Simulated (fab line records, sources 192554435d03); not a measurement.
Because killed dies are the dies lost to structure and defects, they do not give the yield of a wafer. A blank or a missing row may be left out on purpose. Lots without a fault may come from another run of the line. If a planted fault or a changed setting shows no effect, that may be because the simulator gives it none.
Chamber matching | flow n5Finfet | aldMetal-04 running N5_BEOL_M9_ALD_74: 4 sister chambers
The step deposits TaN, target thk 2 nm, pulse time 2 s, purge time 3 s. 8 wafers are shown with their chamber, then 11 later ones without.

## EACH WAFER AND ITS CHAMBER
wafer  | chamber | heaterPowerW (W) | mfcCarrierSccm (sccm)
L076.5 | 1       | 428              | 1515
L084.2 | 1       | 427              | 1508
L084.3 | 3       | 451              | 1501
L084.5 | 0       | 432              | 1497
L083.2 | 0       | 429              | 1503
L083.4 | 2       | 385              | 1497
L083.5 | 2       | 375              | 1507
L087.1 | 3       | 462              | 1499

## WAFERS WHOSE CHAMBER IS MISSING
wafer  | heaterPowerW (W) | mfcCarrierSccm (sccm)
L087.3 | 429              | 1504
L087.6 | 428              | 1502
L094.1 | 421              | 1502
L094.4 | 444              | 1502
L094.6 | 422              | 1498
L095.1 | 435              | 1497
L095.3 | 401              | 1497
L095.4 | 431              | 1499
L097.2 | 386              | 1508
L097.5 | 430              | 1507
L097.6 | 426              | 1492

## WHICH CHAMBER EACH ONE RAN IN
wafer  | from the rows above          | in truth
L087.3 | can't be placed: 0 or 1      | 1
L087.6 | can't be placed: 0 or 1      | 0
L094.1 | can't be placed: 0 or 1      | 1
L094.4 | can't be placed: 3 or 0 or 1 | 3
L094.6 | can't be placed: 0 or 1      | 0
L095.1 | 0                            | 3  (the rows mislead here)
L095.3 | can't be placed: 2 or 0 or 1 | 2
L095.4 | 0                            | 0
L097.2 | 2                            | 2
L097.5 | can't be placed: 1 or 0      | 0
L097.6 | 0                            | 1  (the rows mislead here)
Correctly placed: 2 of 11. From these rows, 7 cannot be placed; in 7 the true chamber is one of the candidates. Wrongly placed: 2.
How it was worked out, from the rows above alone: a wafer's distance from a chamber is the root of the sum, over the readings, of the square of ((its reading less the chamber's mean) divided by the reading's scatter). The wafer belongs to the nearest chamber; if the next one is less than 2 further off, it can't be placed. A chamber's mean is the mean of its shown wafers. The scatter: take each reading less its chamber's mean, square it, sum over the shown wafers, divide by the number of wafers less the number of chambers, and take the root.
